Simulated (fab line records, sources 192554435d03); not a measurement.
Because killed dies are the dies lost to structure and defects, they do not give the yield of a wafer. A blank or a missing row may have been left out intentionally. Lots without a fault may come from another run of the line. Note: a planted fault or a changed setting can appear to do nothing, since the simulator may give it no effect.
fab line records + flow n5_finfet
[record]
- lots = 7
- wafers = 19
- last_day = 17
route steps=1938 shown BEOL_M8@1377 PASSIVATION@1936
lots untouched by any fault: they come from a run of this same line in which no faults occurred
start_h: hours from the record's first day to the start of the lot's first wafer shown + wait_h: hours since the lot's step before + " unchanged from the row above + L1.1+2: several wafers, shown together as one row + - value missing, or start not given + * or withheld: withheld + < > ~ a bound
route shown NAME@n: names a module that has steps shown in the file, with the first one's number in the route + usual: mean/standard deviation taken from wafers without a fault + same: alike in all rows + chamber/n: place in a boat + sites: the reading at each site + _std_site: standard deviation across them + _edge_site: the outer-site mean with the inner-site mean subtracted + radius_mm: how far each site lies from the wafer's centre + mask NAME#n: copy n + behind: the last tool/chamber to shape the wafer + hold: reason for holding the lot/hours on hold/outcome of the hold + device: which transistor (n, p or np) failed to switch + end of line: at the end of the route, the tests of the same wafers + for a step that has no rows: nothing shown but its recipe + killed: dies that structure and defects cost at the first sort, which is not the same as the wafer's yield + map: dies across one wafer; x = killed, . = not, _ = none there
set.NAME: the setting that was run; set.NAME@STEP: the one run at that earlier step + model.NAME: the simulator's own value behind a step, which no gauge read
certain route steps with their lots: each step a table, each wafer a row
services: the hour from which a tool's chamber was out of use, counted from the record's first day as start_h (under 0 if before that day), plus the number of hours and why
[[steps]]
[step N5_BEOL_M8_TRENCH_ETCH_37]
[recipe]
- chemistry = C4F6/O2
- target_depth_a = 934.78
- target = SiCOH_lowk
- time_s = 31.2
- ion_energy_ev = 250
- pressure_mtorr = 30
- source_w = 345
- bias_w = 185
- Ar_flow_sccm = 300
- C4F6_flow_sccm = 10
- O2_flow_sccm = 10
[usual]
- C4F6_flow_sccm = 9.996/0.028
- O2_flow_sccm = 10.00/0.03
- drypump_motor_current_A = 5.8/0.35
- oes_product_au = 0.77/0.077
- rf_vpp_V = 666/9.8
- showerhead_plenum_p_Torr = 2.84/0.1
- throttle_valve_pct = 20.94/0.23
| lot.wafer | tool        | chamber | start_h | wait_h | C4F6_flow_sccm | O2_flow_sccm | drypump_motor_current_A | oes_product_au | rf_hours_counter_h | rf_vpp_V | showerhead_plenum_p_Torr | throttle_valve_pct |
|-----------|-------------|---------|---------|--------|----------------|--------------|-------------------------|----------------|--------------------|----------|--------------------------|--------------------|
| L716.1    | rie_diel-04 | 2       | -       | -      | 9.989          | 10.01        | 5.5                     | 0.71           | 190                | 679      | 2.82                     | 21.06              |
| L716.2    | "           | 3       | "       | "      | 9.993          | 10.05        | 6.1                     | 0.75           | 176                | 666      | 2.71                     | 20.63              |
| L716.3    | "           | 0       | "       | "      | 10.062         | 10.02        | 5.9                     | 0.74           | 155                | 666      | 2.74                     | 20.69              |
| L722.1    | rie_diel-04 | 2       | -       | -      | 10.021         | 9.97         | 5.5                     | 0.70           | 203                | 678      | 2.81                     | 21.07              |
| L722.2    | "           | 0       | "       | "      | 9.957          | 10.02        | 5.9                     | 0.72           | 174                | 666      | 2.73                     | 20.74              |
| L722.6    | "           | 3       | "       | "      | 10.004         | 10.06        | 6.1                     | 0.72           | -                  | 668      | 2.71                     | 20.65              |
| L727.1    | rie_diel-06 | 3       | -       | -      | 9.955          | 10.02        | 6.0                     | 0.73           | 153                | 673      | 2.83                     | 20.80              |
| L727.3    | "           | 0       | "       | "      | 10.032         | 10.00        | 6.0                     | 0.71           | 228                | 651      | 2.70                     | 21.32              |
| L726.1    | rie_diel-01 | 2       | -       | -      | 10.029         | 10.01        | 5.3                     | 0.84           | 51                 | 672      | 2.90                     | 21.05              |
| L726.5    | "           | 1       | "       | "      | 9.969          | 10.00        | 5.4                     | 0.69           | -                  | 674      | 2.84                     | 21.39              |
| L726.6    | "           | 0       | "       | "      | 10.021         | 9.98         | 6.5                     | 0.83           | -                  | 674      | 2.99                     | 20.64              |
| L730.1    | rie_diel-06 | 2       | -       | -      | 9.984          | 10.01        | 5.3                     | 0.82           | 96                 | 668      | 2.90                     | 20.95              |
| L730.3    | "           | 0       | "       | "      | 10.001         | 10.04        | 6.0                     | 0.70           | 235                | 649      | 2.69                     | 21.34              |
| L731.2    | rie_diel-04 | 2       | -       | -      | 10.015         | 10.00        | 5.5                     | 0.68           | 225                | 677      | 2.80                     | 21.10              |
| L731.5    | "           | 2       | "       | "      | 10.029         | 10.03        | 5.5                     | 0.69           | -                  | 678      | 2.80                     | 21.10              |
| L731.6    | "           | 0       | "       | "      | 9.977          | 10.05        | 5.8                     | 0.71           | -                  | 667      | 2.72                     | 20.76              |
| L734.2    | rie_diel-04 | 3       | -       | -      | 10.013         | 10.01        | 6.1                     | 0.72           | 216                | 667      | 2.70                     | 20.68              |
| L734.3    | "           | 2       | "       | "      | 10.036         | 10.07        | 5.5                     | 0.68           | 228                | 678      | 2.80                     | 21.09              |
| L734.5    | "           | 1       | "       | "      | 9.983          | 10.00        | 5.5                     | 0.90           | -                  | 669      | 2.89                     | 20.95              |
[step N5_BEOL_M8_ETCH_41]
[recipe]
- chemistry = CH3F/O2
- target = SiCN
- target_depth_a = 319
- taper_deg = 2
- time_s = 57.8
- ion_energy_ev = 120
- mask_material = TiN
- pressure_mtorr = 30
- source_w = 395
- bias_w = 75
- Ar_flow_sccm = 150
- CH3F_flow_sccm = 30
- O2_flow_sccm = 20
[usual]
- O2_flow_sccm = 20.01/0.061
- drypump_motor_current_A = 5.8/0.35
- oes_product_au = 0.77/0.077
- rf_vpp_V = 297.2/1.7
- showerhead_plenum_p_Torr = 1.99/0.073
- throttle_valve_pct = 16.35/0.24
| lot.wafer | tool        | chamber | start_h | wait_h | O2_flow_sccm | drypump_motor_current_A | oes_product_au | rf_hours_counter_h | rf_vpp_V | showerhead_plenum_p_Torr | throttle_valve_pct |
|-----------|-------------|---------|---------|--------|--------------|-------------------------|----------------|--------------------|----------|--------------------------|--------------------|
| L716.1    | rie_diel-04 | 2       | -       | -      | 19.83        | 5.6                     | 0.71           | 190                | 298.4    | 1.98                     | 16.48              |
| L716.2    | "           | 3       | "       | "      | 20.05        | 6.1                     | 0.74           | 176                | 295.0    | 1.91                     | 16.09              |
| L716.3    | "           | 0       | "       | "      | 20.02        | 5.9                     | 0.74           | 155                | 295.4    | 1.92                     | 16.14              |
| L722.1    | rie_diel-04 | 2       | -       | -      | 20.05        | 5.6                     | 0.71           | 204                | 297.3    | 1.98                     | 16.51              |
| L722.2    | "           | 0       | "       | "      | 19.96        | 5.9                     | 0.73           | 174                | 295.0    | 1.91                     | 16.16              |
| L722.6    | "           | 3       | "       | "      | 19.99        | 6.1                     | 0.74           | -                  | 294.7    | 1.90                     | 16.13              |
| L727.1    | rie_diel-06 | 3       | -       | -      | 19.90        | 6.0                     | 0.74           | 153                | 296.5    | 1.99                     | 16.28              |
| L727.3    | "           | 0       | "       | "      | 20.07        | 6.0                     | 0.71           | 228                | 294.6    | 1.89                     | 16.79              |
| L726.1    | rie_diel-01 | 2       | -       | -      | 19.99        | 5.3                     | 0.84           | 51                 | 297.8    | 2.04                     | 16.34              |
| L726.5    | "           | 1       | "       | "      | 20.07        | 5.3                     | 0.70           | -                  | 297.2    | 1.99                     | 16.75              |
| L726.6    | "           | 0       | "       | "      | 20.00        | 6.5                     | 0.84           | -                  | 299.2    | 2.10                     | 16.04              |
| L730.1    | rie_diel-06 | 2       | -       | -      | 19.98        | 5.3                     | 0.82           | 96                 | 298.7    | 2.04                     | 16.28              |
| L730.3    | "           | 0       | "       | "      | 19.91        | 6.0                     | 0.70           | 235                | 294.9    | 1.89                     | 16.79              |
| L731.2    | rie_diel-04 | 2       | -       | -      | 20.09        | 5.5                     | 0.68           | 225                | 296.7    | 1.97                     | 16.56              |
| L731.5    | "           | 2       | "       | "      | 20.03        | 5.5                     | 0.68           | -                  | 299.0    | 1.97                     | 16.57              |
| L731.6    | "           | 0       | "       | "      | 20.05        | 5.9                     | 0.71           | -                  | 296.1    | 1.91                     | 16.21              |
| L734.2    | rie_diel-04 | 3       | -       | -      | 20.03        | 6.1                     | 0.71           | 216                | 295.2    | 1.89                     | 16.17              |
| L734.3    | "           | 2       | "       | "      | 20.06        | 5.5                     | 0.69           | 228                | 296.2    | 1.97                     | 16.57              |
| L734.5    | "           | 1       | "       | "      | 20.01        | 5.6                     | 0.91           | -                  | 297.6    | 2.03                     | 16.31              |
[step N5_BEOL_M8_STRIP_80]
[recipe]
- chemistry = N2/H2
- time_s = 10
- power_w = 450
- temp_c = 40
- pressure_mtorr = 20
- rf_frequency_hz = 6e+07
- bias_power_w = 7
- n2_flow_sccm = 200
- h2_flow_sccm = 200
[step N5_BEOL_M8_OCD_MEAS_38]
[usual]
- trench_depth_nm = 93.4/1.8
| lot.wafer | tool   | chamber | start_h | wait_h | trench_depth_nm |
|-----------|--------|---------|---------|--------|-----------------|
| L716.1    | ocd-01 | -       | 219.50  | -      | 92.0            |
| L716.2    | "      | -       | "       | "      | 96.4            |
| L716.3    | "      | -       | "       | "      | 94.0            |
| L722.1    | ocd-02 | -       | 262.55  | -      | 91.7            |
| L722.2    | "      | -       | "       | "      | 93.2            |
| L722.6    | "      | -       | "       | "      | 94.4            |
| L727.1    | ocd-01 | -       | 295.69  | -      | 93.1            |
| L727.3    | "      | -       | "       | "      | 93.2            |
| L726.1    | ocd-01 | -       | 298.75  | -      | 91.5            |
| L726.5    | "      | -       | "       | "      | 90.2            |
| L726.6    | "      | -       | "       | "      | 92.0            |
| L730.1    | ocd-02 | -       | 317.54  | -      | 93.7            |
| L730.3    | "      | -       | "       | "      | 92.4            |
| L731.2    | ocd-02 | -       | 324.80  | -      | 90.3            |
| L731.5    | "      | -       | "       | "      | 91.3            |
| L731.6    | "      | -       | "       | "      | 93.8            |
| L734.2    | ocd-01 | -       | 332.46  | -      | 95.2            |
| L734.3    | "      | -       | "       | "      | 91.2            |
| L734.5    | "      | -       | "       | "      | 91.0            |
[step N5_BEOL_M8_HM_STRIP_39]
[recipe]
- chemistry = peroxide_tin_strip
- material = TiN
- target_depth_a = 250
- temp_c = 50
- time_s = 158
[step N5_BEOL_M8_SRD_40]
[recipe]
- time_s = 30
- temp_c = 23
- rinse_liquid = diw
- dry = ipa_marangoni
[step N5_BEOL_M8_PRECLEAN_42]
[recipe]
- chemistry = residue_remover
- time_s = 60
- temp_c = 40
[step N5_BEOL_M8_SRD_43]
[recipe]
- time_s = 30
- temp_c = 23
- rinse_liquid = diw
- dry = ipa_marangoni
[step N5_BEOL_M8_CD_MEAS_35]
[recipe]
- target_cd_nm = 40
- polarity = opening
[usual]
- cd_nm = 39.9/0.59
| lot.wafer | tool      | chamber | start_h | wait_h | cd_nm |
|-----------|-----------|---------|---------|--------|-------|
| L716.1    | cd_sem-03 | -       | 219.66  | 0.0    | 39.5  |
| L716.2    | "         | -       | "       | "      | 39.4  |
| L716.3    | "         | -       | "       | "      | 40.3  |
| L722.1    | cd_sem-01 | -       | 262.70  | 0.0    | 39.8  |
| L722.2    | "         | -       | "       | "      | 40.3  |
| L722.6    | "         | -       | "       | "      | 39.9  |
| L727.1    | cd_sem-01 | -       | 295.85  | 0.0    | 39.2  |
| L727.3    | "         | -       | "       | "      | 39.2  |
| L726.1    | cd_sem-01 | -       | 298.90  | 0.0    | 40.8  |
| L726.5    | "         | -       | "       | "      | 41.0  |
| L726.6    | "         | -       | "       | "      | 40.2  |
| L730.1    | cd_sem-03 | -       | 317.70  | 0.0    | 40.8  |
| L730.3    | "         | -       | "       | "      | 40.5  |
| L731.2    | cd_sem-02 | -       | 324.96  | 0.0    | 38.7  |
| L731.5    | "         | -       | "       | "      | 40.2  |
| L731.6    | "         | -       | "       | "      | 39.6  |
| L734.2    | cd_sem-01 | -       | 332.61  | 0.0    | 39.8  |
| L734.3    | "         | -       | "       | "      | 40.6  |
| L734.5    | "         | -       | "       | "      | 39.3  |
[step N5_BEOL_M8_CURE_75]
[recipe]
- temp_c = 370
- time_s = 120
- ambient = DMADMS/He
- material = SiCOH_lowk
[usual]
- lamp_power_pct = 52.31/0.059
- wafer_temp_C_max = 371.5/0.56
| lot.wafer | tool       | chamber | start_h | wait_h | lamp_power_pct | wafer_temp_C_max |
|-----------|------------|---------|---------|--------|----------------|------------------|
| L716.1    | uv_cure-01 | 2       | 219.70  | 0.0    | 52.30          | 371.2            |
| L716.2    | "          | 2       | "       | "      | 52.23          | 371.1            |
| L716.3    | "          | 2       | "       | "      | 52.29          | 371.0            |
| L722.1    | uv_cure-02 | 0       | 263.21  | 0.5    | 52.44          | 370.7            |
| L722.2    | "          | 0       | "       | "      | 52.35          | 370.9            |
| L722.6    | "          | 0       | "       | "      | 52.25          | 371.2            |
| L727.1    | uv_cure-02 | 1       | 296.04  | 0.2    | 52.26          | 371.7            |
| L727.3    | "          | 1       | "       | "      | 52.33          | 370.9            |
| L726.1    | uv_cure-03 | 0       | 298.94  | 0.0    | 52.32          | 371.9            |
| L726.5    | "          | 0       | "       | "      | 52.35          | 371.6            |
| L726.6    | "          | 0       | "       | "      | 52.37          | 371.4            |
| L730.1    | uv_cure-02 | 2       | 317.74  | 0.0    | 52.32          | 371.4            |
| L730.3    | "          | 2       | "       | "      | 52.31          | 371.3            |
| L731.2    | uv_cure-02 | 0       | 325.05  | 0.1    | 52.43          | 370.8            |
| L731.5    | "          | 0       | "       | "      | 52.44          | 370.8            |
| L731.6    | "          | 0       | "       | "      | 52.39          | 370.7            |
| L734.2    | uv_cure-03 | 0       | 332.70  | 0.1    | 52.20          | 371.5            |
| L734.3    | "          | 0       | "       | "      | 52.27          | 371.9            |
| L734.5    | "          | 0       | "       | "      | 52.22          | 371.3            |
[step N5_BEOL_M8_DEGAS_44]
[recipe]
- ambient = vacuum
- temp_c = 250
- time_s = 60
[usual]
- heater_power_w = 326/31
| lot.wafer | tool           | chamber | start_h | wait_h | heater_power_w |
|-----------|----------------|---------|---------|--------|----------------|
| L716.1    | pvd_sputter-03 | -       | 220.46  | 0.7    | 372            |
| L716.2    | "              | -       | "       | "      | 310            |
| L716.3    | "              | -       | "       | "      | 294            |
| L722.1    | pvd_sputter-02 | -       | 264.42  | 1.2    | 327            |
| L722.2    | "              | -       | "       | "      | 289            |
| L722.6    | "              | -       | "       | "      | 297            |
| L727.1    | pvd_sputter-03 | -       | 296.59  | 0.5    | 296            |
| L727.3    | "              | -       | "       | "      | 362            |
| L726.1    | pvd_sputter-01 | -       | 299.57  | 0.5    | 366            |
| L726.5    | "              | -       | "       | "      | 355            |
| L726.6    | "              | -       | "       | "      | 321            |
| L730.1    | pvd_sputter-01 | -       | 318.08  | 0.3    | 361            |
| L730.3    | "              | -       | "       | "      | 323            |
| L731.2    | pvd_sputter-02 | -       | 325.51  | 0.4    | 275            |
| L731.5    | "              | -       | "       | "      | 314            |
| L731.6    | "              | -       | "       | "      | 319            |
| L734.2    | pvd_sputter-01 | -       | 332.97  | 0.2    | 356            |
| L734.3    | "              | -       | "       | "      | 317            |
| L734.5    | "              | -       | "       | "      | 359            |
[step N5_BEOL_M8_PRE_CLEAN_45]
[recipe]
- gas = H2/He
- time_s = 30
- temp_c = 250
[step N5_BEOL_M8_ALD_77]
[recipe]
- material = TaN
- target_thk_a = 20
- temp_c = 275
- ald_precursor_family = PDMAT
- ald_co_reactant = NH3
- pressure_torr = 3
- carrier_flow_sccm = 1500
- pulse_time_s = 2
- purge_time_s = 3
- co_reactant_purge_time_s = 2
- co_reactant_pulse_time_s = 3
- ald_cycles = 40
- precursor_vessel_temp_c = 75
- precursor_vessel_pressure_torr = 26.25
- precursor_vessel_carrier_sccm = 1000
[usual]
- heater_power_w = 418/43
- purge_time_s = 3/0
| lot.wafer | tool         | chamber | start_h | wait_h | heater_power_w | purge_time_s |
|-----------|--------------|---------|---------|--------|----------------|--------------|
| L716.1    | ald_metal-04 | 3       | 220.61  | 0.1    | 390            | 3            |
| L716.2    | "            | 0       | "       | "      | 338            | 3            |
| L716.3    | "            | 1       | "       | "      | 366            | 3            |
| L722.1    | ald_metal-01 | 1       | 264.54  | 0.1    | 414            | 3            |
| L722.2    | "            | 0       | "       | "      | 403            | 3            |
| L722.6    | "            | 3       | "       | "      | 449            | 3            |
| L727.1    | ald_metal-04 | 2       | 296.70  | 0.0    | 407            | 3.1401       |
| L727.3    | "            | 0       | "       | "      | 330            | 3.1401       |
| L726.1    | ald_metal-04 | 1       | 299.76  | 0.1    | 366            | 3.1401       |
| L726.5    | "            | 0       | "       | "      | 328            | 3            |
| L726.6    | "            | 1       | "       | "      | 364            | 3            |
| L730.1    | ald_metal-04 | 3       | 318.18  | 0.0    | 401            | 3.1401       |
| L730.3    | "            | 2       | "       | "      | 402            | 3.1401       |
| L731.2    | ald_metal-01 | 3       | 325.61  | 0.0    | 457            | 3            |
| L731.5    | "            | 1       | "       | "      | 419            | 3            |
| L731.6    | "            | 2       | "       | "      | 435            | 3            |
| L734.2    | ald_metal-02 | 2       | 333.10  | 0.1    | 495            | 3            |
| L734.3    | "            | 3       | "       | "      | 458            | 3            |
| L734.5    | "            | 2       | "       | "      | 493            | 3            |
[step N5_BEOL_M8_SURFACE_TREAT_79]
[recipe]
- gas = Ar
- time_s = *
- ion_energy_ev = *
- ion_current_ma_cm2 = 0.5
- pressure_mtorr = *
- ar_flow_sccm = 30
[usual]
- ar_flow_sccm = 30.01/0.091
- throttle_valve_pct = *
| lot.wafer | tool           | chamber | start_h | wait_h | ar_flow_sccm | throttle_valve_pct |
|-----------|----------------|---------|---------|--------|--------------|--------------------|
| L716.1    | pvd_sputter-03 | -       | 220.96  | 0.2    | 29.97        | *                  |
| L716.2    | "              | -       | "       | "      | 30.21        | *                  |
| L716.3    | "              | -       | "       | "      | 29.96        | *                  |
| L722.1    | pvd_sputter-03 | -       | 264.83  | 0.2    | 29.93        | *                  |
| L722.2    | "              | -       | "       | "      | 30.01        | *                  |
| L722.6    | "              | -       | "       | "      | 29.94        | *                  |
| L727.1    | pvd_sputter-03 | -       | 298.73  | 1.9    | 30.04        | *                  |
| L727.3    | "              | -       | "       | "      | 29.96        | *                  |
| L726.1    | pvd_sputter-03 | -       | 300.04  | 0.2    | 29.87        | *                  |
| L726.5    | "              | -       | "       | "      | 30.12        | *                  |
| L726.6    | "              | -       | "       | "      | 29.88        | *                  |
| L730.1    | pvd_sputter-03 | -       | 318.54  | 0.2    | 30.15        | *                  |
| L730.3    | "              | -       | "       | "      | 30.02        | *                  |
| L731.2    | pvd_sputter-02 | -       | 325.95  | 0.2    | 30.14        | *                  |
| L731.5    | "              | -       | "       | "      | 30.14        | *                  |
| L731.6    | "              | -       | "       | "      | 29.98        | *                  |
| L734.2    | pvd_sputter-03 | -       | 333.66  | 0.4    | 30.04        | *                  |
| L734.3    | "              | -       | "       | "      | 30.03        | *                  |
| L734.5    | "              | -       | "       | "      | 30.06        | *                  |
[step N5_PASSIVATION_PROBE_49]
[usual]
- defect_limited_yield = 91.1/1.4
- killed_at_M0_to_M3 = 32/9.4
- killed_at_M4_up = 14/5.1
- killed_at_contacts = 11/5.5
- killed_at_front_end = 44/13
- killed_at_other = 4/3.2
- killed_dies = 104/16
- killed_open = 70/12
- killed_short = 33/7.8
- sort_bin_5_function = 5.1/0.91
- sort_bin_6_memory = 3.4/0.63
- sort_bin_8_speed = 0.00/0.014
- sort_n_pass = 1075/16
[same]
- gross_dies = 1180
- killed_at_back_side = 0
- sort_bin_4_leakage[%] = 0
| lot.wafer | tool      | chamber | start_h | wait_h | defect_limited_yield[%] | killed_at_M0_to_M3 | killed_at_M4_up | killed_at_contacts | killed_at_front_end | killed_at_other | killed_dies | killed_open | killed_short | sort_bin_5_function[%] | sort_bin_6_memory[%] | sort_bin_8_speed[%] | sort_n_pass |
|-----------|-----------|---------|---------|--------|-------------------------|--------------------|-----------------|--------------------|---------------------|-----------------|-------------|-------------|--------------|------------------------|----------------------|---------------------|-------------|
| L722.1    | prober-02 | -       | 331.72  | 0.0    | 91.5                    | 41                 | 5               | 3                  | 41                  | 10              | 100         | 69          | 31           | 4.9                    | 3.2                  | 0                   | 1080        |
| L722.2    | prober-02 | -       | 331.77  | 0.1    | 91.5                    | 35                 | 8               | 5                  | 48                  | 4               | 100         | 81          | 19           | 5.3                    | 2.9                  | 0                   | 1080        |
| L722.6    | prober-02 | -       | 331.97  | 0.3    | 92.2                    | 33                 | 14              | 5                  | 37                  | 3               | 92          | 62          | 29           | 3.7                    | 3.6                  | 0                   | 1088        |
| L730.1    | prober-01 | -       | 384.23  | 0.0    | 88.2                    | 38                 | 24              | 2                  | 69                  | 6               | 139         | 94          | 43           | 6.5                    | 4.7                  | 0                   | 1041        |
| L730.3    | prober-01 | -       | 384.33  | 0.1    | 88.6                    | 47                 | 24              | 16                 | 46                  | 2               | 135         | 92          | 42           | 6.9                    | 4.2                  | 0                   | 1045        |
// killed by level:class
L722.1 BEOL_M3:geometric_particle:open=15 FIN_SAQP:geometric_particle:short=11 DUMMY_GATE:geometric_particle:open=9 BEOL_M2:geometric_particle:open=9 FIN_SAQP:geometric_particle:open=6 BEOL_M1:geometric_particle:open=5 BEOL_M4:geometric_particle:open=5 BEOL_M0_SAQP:geometric_particle:open=4
L722.2 BEOL_M1:geometric_particle:open=16 STI_FIN_REVEAL:geometric_particle:open=13 FIN_SAQP:geometric_particle:open=12 BEOL_M3:geometric_particle:open=8 FIN_SAQP:geometric_particle:short=5 GATE_CUT:geometric_particle:open=5 STARTING-WAFER:geometric_particle:open=5 MOL_CONTACT_COAG:geometric_particle:open=4
L722.6 STI_FIN_REVEAL:geometric_particle:open=12 BEOL_M0_SAQP:geometric_particle:short=9 FIN_SAQP:geometric_particle:open=7 FIN_SAQP:geometric_particle:short=6 BEOL_M1:geometric_particle:open=5 BEOL_M3:geometric_particle:open=5 BEOL_M5:geometric_particle:open=5 BEOL_M0:geometric_particle:open=4
L730.1 STI_FIN_REVEAL:geometric_particle:open=20 FIN_SAQP:geometric_particle:short=16 FIN_SAQP:geometric_particle:open=13 BEOL_M3:geometric_particle:open=8 BEOL_M0_SAQP:geometric_particle:short=8 BEOL_M4:geometric_particle:open=7 BEOL_M0_SAQP:geometric_particle:open=6 GATE_CUT:geometric_particle:open=5
L730.3 STI_FIN_REVEAL:geometric_particle:open=20 MOL_CONTACT_COAG:geometric_particle:open=13 BEOL_M4:geometric_particle:open=12 BEOL_M3:geometric_particle:open=10 BEOL_M0_SAQP:geometric_particle:short=9 BEOL_M0_SAQP:geometric_particle:open=8 BEOL_M0:geometric_particle:open=8 FIN_SAQP:geometric_particle:short=7
[[services]]
| tool           | chamber | start_h | hours | kind                          |
|----------------|---------|---------|-------|-------------------------------|
| rie_diel-06    | 3       | 201.78  | 4.3   | repair                        |
| uv_cure-02     | -       | 204.51  | 0.6   | repair                        |
| ald_metal-02   | 2       | 228.44  | 25.2  | repair                        |
| rie_diel-04    | 3       | 231.06  | 9.3   | repair                        |
| pvd_sputter-03 | -       | 233.49  | 3.4   | repair                        |
| uv_cure-01     | -       | 240.10  | 2.1   | pm                            |
| uv_cure-01     | -       | 243.35  | 14.6  | pm                            |
| rie_diel-04    | 2       | 245.90  | 6.5   | repair                        |
| rie_diel-04    | 1       | 252.68  | -     | clean                         |
| rie_diel-04    | 1       | 252.68  | -     | consumable_replace:focus_ring |
| rie_diel-04    | 1       | 252.68  | 16.5  | scheduled_down                |
| rie_diel-04    | 1       | 252.68  | 16.5  | vent_cycle                    |
| uv_cure-03     | -       | 254.64  | 7.5   | pm                            |
| uv_cure-03     | -       | 262.19  | 7.5   | pm                            |
| ald_metal-01   | -       | 271.30  | 4.3   | pm                            |
| ald_metal-04   | 3       | 279.64  | 27.1  | repair                        |
| ald_metal-04   | -       | 291.93  | 0.8   | repair                        |
| ald_metal-02   | 3       | 293.32  | 1.9   | repair                        |
| rie_diel-04    | 1       | 315.54  | 14.6  | repair                        |
| rie_diel-01    | 1       | 330.89  | -     | clean                         |
| rie_diel-01    | 1       | 330.89  | -     | consumable_replace:focus_ring |
| rie_diel-01    | 1       | 330.89  | 15.4  | scheduled_down                |
| rie_diel-01    | 1       | 330.89  | 15.4  | vent_cycle                    |
[[key]]
[first_sign]
- step = N5_BEOL_M8_ALD_77
- reading = purge_time_s
- direction = up
- sigmas = 99+
- usual = *
- struck = *
effect none on later readings
met_at N5_BEOL_M8_ALD_77
struck_wafers L726.1,L727.1,L727.3,L730.1,L730.3
onset_between 220.61 296.70
[fault]
- kind = process_parameter_drift
- tool = ald_metal-04
- chamber = -
- onset_h = 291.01
- steps = N5_BEOL_M8_ALD_77
- channel = purge_time_s
- offset = *
- shape = step
- end_h = 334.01
- scope = struck_wafers_only
- acts_in = *
- stated = *
